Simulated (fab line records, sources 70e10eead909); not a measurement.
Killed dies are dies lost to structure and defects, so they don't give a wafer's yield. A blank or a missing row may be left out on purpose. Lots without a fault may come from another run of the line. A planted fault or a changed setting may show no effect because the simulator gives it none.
Which tool did it? | flow nand_harc | 24 lots, 72 wafers sampled, at 6 steps of a route of 1302

WHAT THE GAUGES READ, wafer by wafer
The record holds no reading of a measuring or inspecting step that can be judged against a usual standard deviation.

WHICH TOOL RAN EACH LOT (tool, then ch and the chambers of the sampled wafers, then the start)
lot  | NHARC_A_CONTACT_ETCH_132             | NHARC_A_CONTACT_ETCH_88            | NHARC_A_CONTACT_ETCH_31                       | NHARC_A_CONTACT_STRIP_26                      | NHARC_A_CONTACT_CVD_19                   | NHARC_A_M0_DEGAS_28
L075 | har_cap_etch-02 ch 0,1, day 22 03:50 | rie_diel-13 ch 0,1,2, day 22 08:35 | rie_diel-13 ch 0,1,2, day 22 19:45 or earlier | rie_diel-06 ch 1,2, day 22 19:45 or earlier   | cvd_w-01 ch 0,1, day 22 19:45 or earlier | pvd_sputter-01, day 22 19:45
L074 | har_cap_etch-02 ch 0,1, day 22 08:56 | rie_diel-06 ch 0,1,2, day 22 14:08 | rie_diel-06 ch 0,2, day 23 01:56 or earlier   | rie_diel-06 ch 0,1,2, day 23 01:56 or earlier | cvd_w-02 ch 0,1, day 23 01:56 or earlier | pvd_sputter-02, day 23 01:56
L076 | har_cap_etch-01 ch 0,1, day 22 16:14 | rie_diel-06 ch 0,1,2, day 22 22:26 | rie_diel-06 ch 0,2, day 23 10:21 or earlier   | rie_diel-06 ch 0,2, day 23 10:21 or earlier   | cvd_w-02 ch 0,1, day 23 10:21 or earlier | pvd_sputter-02, day 23 10:21
L078 | har_cap_etch-03 ch 0,1, day 23 07:53 | rie_diel-13 ch 1,2,3, day 23 12:50 | rie_diel-13 ch 1,2, day 24 00:10 or earlier   | rie_diel-01 ch 0,1, day 24 00:10 or earlier   | cvd_w-01 ch 0,1, day 24 00:10 or earlier | pvd_sputter-01, day 24 00:10
L077 | har_cap_etch-02 ch 0,1, day 23 08:10 | rie_diel-13 ch 0,1,3, day 23 14:40 | rie_diel-13 ch 0,1,3, day 24 02:10 or earlier | rie_diel-01 ch 0,1,3, day 24 02:10 or earlier | cvd_w-01 ch 0,1, day 24 02:10 or earlier | pvd_sputter-01, day 24 02:10
L080 | har_cap_etch-01 ch 1, day 24 00:20   | rie_diel-13 ch 1,2,3, day 24 09:14 | rie_diel-13 ch 0,1,3, day 24 20:44 or earlier | rie_diel-06 ch 0,1,2, day 24 20:44 or earlier | cvd_w-02 ch 0,1, day 24 20:44 or earlier | pvd_sputter-03, day 24 20:44
L079 | har_cap_etch-03 ch 0,1, day 24 04:10 | rie_diel-06 ch 0,2,3, day 24 09:23 | rie_diel-06 ch 0,1,3, day 24 21:47 or earlier | rie_diel-06 ch 0,2, day 24 21:47 or earlier   | cvd_w-01 ch 0,1, day 24 21:47 or earlier | pvd_sputter-02, day 24 21:47
L081 | har_cap_etch-02 ch 0,1, day 24 15:34 | rie_diel-06 ch 0,2,3, day 24 20:26 | rie_diel-06 ch 0,2,3, day 25 07:33 or earlier | rie_diel-06 ch 0,2,3, day 25 07:33 or earlier | cvd_w-01 ch 0, day 25 07:33 or earlier   | pvd_sputter-03, day 25 07:33
L082 | har_cap_etch-02 ch 0,1, day 25 16:26 | rie_diel-06 ch 1,2,3, day 25 23:06 | rie_diel-06 ch 1,2,3, day 26 10:10 or earlier | rie_diel-13 ch 0,1,2, day 26 10:10 or earlier | cvd_w-02 ch 0,1, day 26 10:10 or earlier | pvd_sputter-02, day 26 10:10
L083 | har_cap_etch-03 ch 0,1, day 26 07:16 | rie_diel-13 ch 0,3, day 26 11:57   | rie_diel-13 ch 0,1, day 26 23:17 or earlier   | rie_diel-13 ch 1,2, day 26 23:17 or earlier   | cvd_w-02 ch 0, day 26 23:17 or earlier   | pvd_sputter-03, day 26 23:17
L084 | har_cap_etch-02 ch 0,1, day 26 08:52 | rie_diel-06 ch 0,2,3, day 26 14:37 | rie_diel-06 ch 0,1,2, day 27 02:44 or earlier | rie_diel-06 ch 0,2,3, day 27 02:44 or earlier | cvd_w-02 ch 0,1, day 27 02:44 or earlier | pvd_sputter-01, day 27 02:44
L086 | har_cap_etch-03 ch 0,1, day 26 12:18 | rie_diel-06 ch 1,2,3, day 26 17:11 | rie_diel-06 ch 0,2,3, day 27 04:56 or earlier | rie_diel-06 ch 0,1,2, day 27 04:56 or earlier | cvd_w-01 ch 0,1, day 27 04:56 or earlier | pvd_sputter-02, day 27 04:56
L085 | har_cap_etch-02 ch 0,1, day 26 20:43 | rie_diel-01 ch 0,1,2, day 27 03:08 | rie_diel-01 ch 0,3, day 27 14:34 or earlier   | rie_diel-13 ch 0,1, day 27 14:34 or earlier   | cvd_w-01 ch 0,1, day 27 14:34 or earlier | pvd_sputter-01, day 27 14:34
L088 | har_cap_etch-02 ch 0,1, day 27 12:53 | rie_diel-06 ch 0,1,3, day 27 23:29 | rie_diel-06 ch 0,1,2, day 28 10:27 or earlier | rie_diel-06 ch 0,1,2, day 28 10:27 or earlier | cvd_w-01 ch 0,1, day 28 10:27 or earlier | pvd_sputter-01, day 28 10:27
L087 | har_cap_etch-03 ch 0,1, day 27 15:17 | rie_diel-13 ch 0,2, day 28 01:22   | rie_diel-13 ch 1,3, day 28 12:31 or earlier   | rie_diel-01 ch 0,1,2, day 28 12:31 or earlier | cvd_w-02 ch 0,1, day 28 12:31 or earlier | pvd_sputter-02, day 28 12:31
L089 | har_cap_etch-01 ch 0,1, day 27 23:57 | rie_diel-06 ch 1,2,3, day 28 04:58 | rie_diel-06 ch 0,3, day 28 16:16 or earlier   | rie_diel-13 ch 1,2, day 28 16:16 or earlier   | cvd_w-01 ch 0,1, day 28 16:16 or earlier | pvd_sputter-03, day 28 16:16
L090 | har_cap_etch-01 ch 0, day 28 10:56   | rie_diel-13 ch 0,1,2, day 28 16:40 | rie_diel-13 ch 0,2, day 29 04:06 or earlier   | rie_diel-13 ch 0,3, day 29 04:06 or earlier   | cvd_w-02 ch 0,1, day 29 04:06 or earlier | pvd_sputter-01, day 29 04:06
L091 | har_cap_etch-02 ch 0,1, day 28 17:58 | rie_diel-01 ch 1,2,3, day 29 01:05 | rie_diel-01 ch 0,3, day 29 12:20 or earlier   | rie_diel-06 ch 1,2,3, day 29 12:20 or earlier | cvd_w-02 ch 0,1, day 29 12:20 or earlier | pvd_sputter-03, day 29 12:20
L094 | har_cap_etch-02 ch 0,1, day 29 20:24 | rie_diel-06 ch 0,2,3, day 30 01:25 | rie_diel-06 ch 1,2,3, day 30 12:27 or earlier | rie_diel-06 ch 2,3, day 30 12:27 or earlier   | cvd_w-01 ch 0,1, day 30 12:27 or earlier | pvd_sputter-01, day 30 12:27
L092 | har_cap_etch-03 ch 0,1, day 29 21:27 | rie_diel-01 ch 0,1,3, day 30 04:43 | rie_diel-01 ch 0,1, day 30 16:20 or earlier   | rie_diel-06 ch 1,2, day 30 16:20 or earlier   | cvd_w-02 ch 0,1, day 30 16:20 or earlier | pvd_sputter-01, day 30 16:20
L093 | har_cap_etch-01 ch 0,1, day 30 02:37 | rie_diel-06 ch 0,2,3, day 30 08:25 | rie_diel-06 ch 0,3, day 30 20:06 or earlier   | rie_diel-06 ch 0,1, day 30 20:06 or earlier   | cvd_w-02 ch 0,1, day 30 20:06 or earlier | pvd_sputter-01, day 30 20:06
L096 | har_cap_etch-02 ch 0,1, day 30 16:21 | rie_diel-13 ch 2,3, day 30 21:19   | rie_diel-13 ch 1,2, day 31 09:07 or earlier   | rie_diel-13 ch 1,2, day 31 09:07 or earlier   | cvd_w-01 ch 0,1, day 31 09:07 or earlier | pvd_sputter-01, day 31 09:07
L095 | har_cap_etch-01 ch 0,1, day 30 19:28 | rie_diel-01 ch 0,1,2, day 31 00:10 | rie_diel-01 ch 1,2,3, day 31 11:58 or earlier | rie_diel-13 ch 0,1,2, day 31 11:58 or earlier | cvd_w-02 ch 0, day 31 11:58 or earlier   | pvd_sputter-01, day 31 11:58
L097 | har_cap_etch-03 ch 0,1, day 32 00:37 | rie_diel-01 ch 0,3, day 32 07:59   | rie_diel-01 ch 0,1,3, day 32 19:13 or earlier | rie_diel-06 ch 1,2,3, day 32 19:13 or earlier | cvd_w-02 ch 0,1, day 32 19:13 or earlier | pvd_sputter-03, day 32 19:13
- NHARC_A_CONTACT_ETCH_132: etches the open film in C4F8/O2/Ar, time 197 s, target depth 1924 nm.
- NHARC_A_CONTACT_ETCH_88: etches the open film in CF4, target depth 39 nm, time 65 s.
- NHARC_A_CONTACT_ETCH_31: etches the open film in O2/COS, target depth 2800 nm, time 728 s.
- NHARC_A_CONTACT_STRIP_26: strips in O2.
- NHARC_A_CONTACT_CVD_19: deposits W, target thk 300 nm, time 802 s.
- NHARC_A_M0_DEGAS_28: time 60 s.

WHAT THE TOOLS THEMSELVES READ (means of the sampled wafers that have a number; where no wafer has one, the mark that the record gives instead)
NHARC_A_CONTACT_ETCH_88. Usual: drypump_motor_current_A 5.7 A, standard deviation 0.34; oes_product_au 1.000 a.u., standard deviation 0.011; rf_vpp_V 151.3 V, standard deviation 1.2; showerhead_plenum_p_Torr 1.77 Torr, standard deviation 0.075; throttle_valve_pct 13.284 %, standard deviation 0.0095.
lot  | tool        | drypump_motor_current_A (A) | oes_product_au (a.u.) | rf_vpp_V (V) | showerhead_plenum_p_Torr (Torr) | throttle_valve_pct (%) | flag
L075 | rie_diel-13 | 6.0                         | 1.001                 | 151.8        | 1.79                            | 13.281                 |
L074 | rie_diel-06 | 5.6                         | 0.996                 | 152.0        | 1.80                            | 13.291                 |
L076 | rie_diel-06 | 5.6                         | 0.996                 | 151.9        | 1.80                            | 13.285                 |
L078 | rie_diel-13 | 5.6                         | 1.012                 | 152.4        | 1.85                            | 13.284                 |
L077 | rie_diel-13 | 5.9                         | 1.009                 | 151.5        | 1.78                            | 13.280                 |
L080 | rie_diel-13 | 5.6                         | 1.003                 | 151.5        | 1.85                            | 13.280                 |
L079 | rie_diel-06 | 5.7                         | 1.005                 | 151.5        | 1.78                            | 13.296                 |
L081 | rie_diel-06 | 5.7                         | 0.994                 | 151.2        | 1.78                            | 13.286                 |
L082 | rie_diel-06 | 5.5                         | 0.995                 | 151.9        | 1.76                            | 13.272                 |
L083 | rie_diel-13 | 5.6                         | 1.013                 | 150.5        | 1.76                            | 13.279                 |
L084 | rie_diel-06 | 5.7                         | 0.991                 | 151.4        | 1.77                            | 13.289                 |
L086 | rie_diel-06 | 5.5                         | 0.996                 | 150.7        | 1.76                            | 13.281                 |
L085 | rie_diel-01 | 5.9                         | 1.008                 | 150.8        | 1.72                            | 13.273                 |
L088 | rie_diel-06 | 5.6                         | 0.998                 | 150.7        | 1.73                            | 13.284                 |
L087 | rie_diel-13 | 6.0                         | 1.007                 | 151.1        | 1.71                            | 13.278                 |
L089 | rie_diel-06 | 5.5                         | 1.003                 | 151.3        | 1.75                            | 13.290                 |
L090 | rie_diel-13 | 6.0                         | 1.006                 | 150.6        | 1.78                            | 13.287                 |
L091 | rie_diel-01 | 5.5                         | 0.991                 | 151.2        | 1.75                            | 13.293                 |
L094 | rie_diel-06 | 5.7                         | 1.008                 | 151.3        | 1.77                            | 13.276                 |
L092 | rie_diel-01 | 5.7                         | 0.989                 | 149.6        | 1.74                            | 13.283                 |
L093 | rie_diel-06 | 5.7                         | 1.011                 | 151.2        | 1.77                            | 13.291                 |
L096 | rie_diel-13 | 5.3                         | 1.000                 | 152.9        | 1.82                            | 13.285                 |
L095 | rie_diel-01 | 5.9                         | 0.997                 | 150.0        | 1.71                            | 13.279                 |
L097 | rie_diel-01 | 5.9                         | 1.001                 | 150.3        | 1.71                            | 13.279                 |

NHARC_A_CONTACT_ETCH_31. Usual: cos_flow_sccm 20.00 sccm, standard deviation 0.058; drypump_motor_current_A 5.7 A, standard deviation 0.35; oes_product_au 0.999 a.u., standard deviation 0.011; rf_vpp_V 314.3 V, standard deviation 2.1; showerhead_plenum_p_Torr 3.13 Torr, standard deviation 0.14; throttle_valve_pct 28.330 %, standard deviation 0.0088.
lot  | tool        | cos_flow_sccm (sccm) | drypump_motor_current_A (A) | oes_product_au (a.u.) | rf_vpp_V (V) | showerhead_plenum_p_Torr (Torr) | throttle_valve_pct (%) | flag
L075 | rie_diel-13 | 19.95                | 6.0                         | 1.006                 | 314.5        | 3.16                            | 28.331                 |
L074 | rie_diel-06 | 19.96                | 5.8                         | 0.986                 | 315.7        | 3.21                            | 28.328                 |
L076 | rie_diel-06 | 20.01                | 5.7                         | 1.001                 | 316.3        | 3.25                            | 28.330                 |
L078 | rie_diel-13 | 20.00                | 5.7                         | 1.001                 | 317.0        | 3.28                            | 28.320                 |
L077 | rie_diel-13 | 20.01                | 5.9                         | 1.019                 | 313.9        | 3.14                            | 28.326                 |
L080 | rie_diel-13 | 19.98                | 5.9                         | 1.011                 | 314.7        | 3.13                            | 28.339                 |
L079 | rie_diel-06 | 20.01                | 5.6                         | 0.988                 | 313.8        | 3.06                            | 28.329                 |
L081 | rie_diel-06 | 20.05                | 5.7                         | 0.995                 | 314.0        | 3.14                            | 28.325                 |
L082 | rie_diel-06 | 19.97                | 5.5                         | 0.991                 | 313.4        | 3.10                            | 28.329                 |
L083 | rie_diel-13 | 19.97                | 6.2                         | 1.007                 | 312.6        | 3.02                            | 28.329                 |
L084 | rie_diel-06 | 20.05                | 5.6                         | 1.000                 | 314.4        | 3.17                            | 28.329                 |
L086 | rie_diel-06 | 19.97                | 5.7                         | 0.995                 | 314.2        | 3.13                            | 28.341                 |
L085 | rie_diel-01 | 20.04                | 5.8                         | 1.003                 | 312.8        | 3.03                            | 28.336                 |
L088 | rie_diel-06 | 19.98                | 5.6                         | 0.990                 | 314.4        | 3.16                            | 28.325                 |
L087 | rie_diel-13 | 19.98                | 5.5                         | 1.001                 | 314.9        | 3.23                            | 28.331                 |
L089 | rie_diel-06 | 20.01                | 5.8                         | 0.987                 | 314.4        | 3.08                            | 28.330                 |
L090 | rie_diel-13 | 20.02                | 5.8                         | 1.006                 | 315.0        | 3.14                            | 28.324                 |
L091 | rie_diel-01 | 20.05                | 5.8                         | 1.000                 | 313.0        | 3.03                            | 28.338                 |
L094 | rie_diel-06 | 20.05                | 5.5                         | 1.005                 | 314.1        | 3.09                            | 28.336                 |
L092 | rie_diel-01 | 20.01                | 6.0                         | 0.988                 | 312.9        | 3.00                            | 28.332                 |
L093 | rie_diel-06 | 20.02                | 5.8                         | 0.997                 | 313.3        | 3.08                            | 28.330                 |
L096 | rie_diel-13 | 19.98                | 5.7                         | 1.004                 | 316.0        | 3.25                            | 28.336                 |
L095 | rie_diel-01 | 20.00                | 5.5                         | 0.997                 | 313.1        | 3.08                            | 28.336                 |
L097 | rie_diel-01 | 19.99                | 5.7                         | 0.992                 | 312.7        | 3.06                            | 28.324                 |

NHARC_A_CONTACT_STRIP_26. Usual: drypump_motor_current_A 5.7 A, standard deviation 0.33; oes_product_au 0.998 a.u., standard deviation 0.0098; rf_vpp_V 57.8 V, standard deviation 0.78; showerhead_plenum_p_Torr 3.55 Torr, standard deviation 0.15; throttle_valve_pct 17.037 %, standard deviation 0.0092.
lot  | tool        | drypump_motor_current_A (A) | oes_product_au (a.u.) | rf_vpp_V (V) | showerhead_plenum_p_Torr (Torr) | throttle_valve_pct (%) | flag
L075 | rie_diel-06 | 5.5                         | 1.004                 | 58.3         | 3.64                            | 17.038                 |
L074 | rie_diel-06 | 5.6                         | 0.994                 | 58.0         | 3.59                            | 17.047                 |
L076 | rie_diel-06 | 5.7                         | 0.998                 | 58.1         | 3.67                            | 17.041                 |
L078 | rie_diel-01 | 6.0                         | 0.993                 | 58.1         | 3.42                            | 17.035                 |
L077 | rie_diel-01 | 5.6                         | 0.985                 | 57.1         | 3.50                            | 17.043                 |
L080 | rie_diel-06 | 5.6                         | 0.997                 | 58.0         | 3.58                            | 17.036                 |
L079 | rie_diel-06 | 5.7                         | 1.002                 | 58.3         | 3.66                            | 17.033                 |
L081 | rie_diel-06 | 5.7                         | 0.995                 | 57.2         | 3.54                            | 17.045                 |
L082 | rie_diel-13 | 6.0                         | 0.992                 | 58.2         | 3.56                            | 17.038                 |
L083 | rie_diel-13 | 5.9                         | 0.991                 | 58.8         | 3.70                            | 17.049                 |
L084 | rie_diel-06 | 5.7                         | 0.992                 | 57.1         | 3.54                            | 17.038                 |
L086 | rie_diel-06 | 5.6                         | 0.995                 | 57.6         | 3.58                            | 17.034                 |
L085 | rie_diel-13 | 6.2                         | 0.999                 | 57.6         | 3.55                            | 17.039                 |
L088 | rie_diel-06 | 5.6                         | 0.994                 | 57.1         | 3.57                            | 17.031                 |
L087 | rie_diel-01 | 5.9                         | 0.993                 | 57.9         | 3.42                            | 17.039                 |
L089 | rie_diel-13 | 5.9                         | 1.003                 | 57.7         | 3.69                            | 17.041                 |
L090 | rie_diel-13 | 5.9                         | 1.024                 | 57.2         | 3.39                            | 17.041                 |
L091 | rie_diel-06 | 5.5                         | 1.006                 | 57.8         | 3.50                            | 17.034                 |
L094 | rie_diel-06 | 5.6                         | 1.005                 | 58.1         | 3.58                            | 17.039                 |
L092 | rie_diel-06 | 5.5                         | 1.008                 | 58.4         | 3.62                            | 17.036                 |
L093 | rie_diel-06 | 5.7                         | 0.997                 | 57.7         | 3.52                            | 17.025                 |
L096 | rie_diel-13 | 5.9                         | 1.003                 | 58.4         | 3.68                            | 17.042                 |
L095 | rie_diel-13 | 6.0                         | 0.998                 | 58.2         | 3.72                            | 17.039                 |
L097 | rie_diel-06 | 5.5                         | 0.999                 | 57.4         | 3.49                            | 17.029                 |

NHARC_A_CONTACT_CVD_19. Usual: heater_power_w 465 W, standard deviation 33; throttle_valve_pct 7.92 %, standard deviation 0.19.
lot  | tool     | heater_power_w (W) | throttle_valve_pct (%) | flag
L075 | cvd_w-01 | 443                | 7.98                   |
L074 | cvd_w-02 | 499                | 8.03                   |
L076 | cvd_w-02 | 501                | 8.01                   |
L078 | cvd_w-01 | 451                | 8.06                   |
L077 | cvd_w-01 | 446                | 8.07                   |
L080 | cvd_w-02 | 489                | 8.07                   |
L079 | cvd_w-01 | 418                | 7.78                   |
L081 | cvd_w-01 | 409                | 7.75                   |
L082 | cvd_w-02 | 498                | 7.98                   |
L083 | cvd_w-02 | 488                | 8.03                   |
L084 | cvd_w-02 | 498                | 7.99                   |
L086 | cvd_w-01 | 435                | 7.96                   |
L085 | cvd_w-01 | 440                | 7.67                   |
L088 | cvd_w-01 | 443                | 7.79                   |
L087 | cvd_w-02 | 481                | 7.79                   |
L089 | cvd_w-01 | 419                | 7.90                   |
L090 | cvd_w-02 | 483                | 7.81                   |
L091 | cvd_w-02 | 489                | 7.91                   |
L094 | cvd_w-01 | 440                | 7.86                   |
L092 | cvd_w-02 | 485                | 7.98                   |
L093 | cvd_w-02 | 481                | 8.03                   |
L096 | cvd_w-01 | 442                | 7.92                   |
L095 | cvd_w-02 | 474                | 7.68                   |
L097 | cvd_w-02 | 491                | 7.99                   |

NHARC_A_M0_DEGAS_28. Usual: heater_power_w 328 W, standard deviation 38.
lot  | tool           | heater_power_w (W) | flag
L075 | pvd_sputter-01 | 353                |
L074 | pvd_sputter-02 | 311                |
L076 | pvd_sputter-02 | 357                |
L078 | pvd_sputter-01 | 364                |
L077 | pvd_sputter-01 | 361                |
L080 | pvd_sputter-03 | 308                |
L079 | pvd_sputter-02 | 329                |
L081 | pvd_sputter-03 | 307                |
L082 | pvd_sputter-02 | 321                |
L083 | pvd_sputter-03 | 300                |
L084 | pvd_sputter-01 | 351                |
L086 | pvd_sputter-02 | 311                |
L085 | pvd_sputter-01 | 333                |
L088 | pvd_sputter-01 | 347                |
L087 | pvd_sputter-02 | 311                |
L089 | pvd_sputter-03 | 299                |
L090 | pvd_sputter-01 | 353                |
L091 | pvd_sputter-03 | 300                |
L094 | pvd_sputter-01 | 349                |
L092 | pvd_sputter-01 | 362                |
L093 | pvd_sputter-01 | 351                |
L096 | pvd_sputter-01 | 356                |
L095 | pvd_sputter-01 | 347                |
L097 | pvd_sputter-03 | 301                |

THE ANSWER, worked out from the rows above alone
Rule: a lot is off if the mean of its wafers that have a number lies more than 3 standard deviations from the usual mean. A lot without any number at a reading at which 4 lots or more have one is off too. The other lots that the step has rows for count as sound. The gauges are gone through in route order, then the tools' own readings, and for those a lot's mean is taken as printed above. The first step at which some lot is off is used, and at that step the reading that is off furthest; a lot without a number counts as furthest.
No lot is off at any reading shown: from this, nothing can be told.

WHAT THE SIMULATOR HAD PUT IN
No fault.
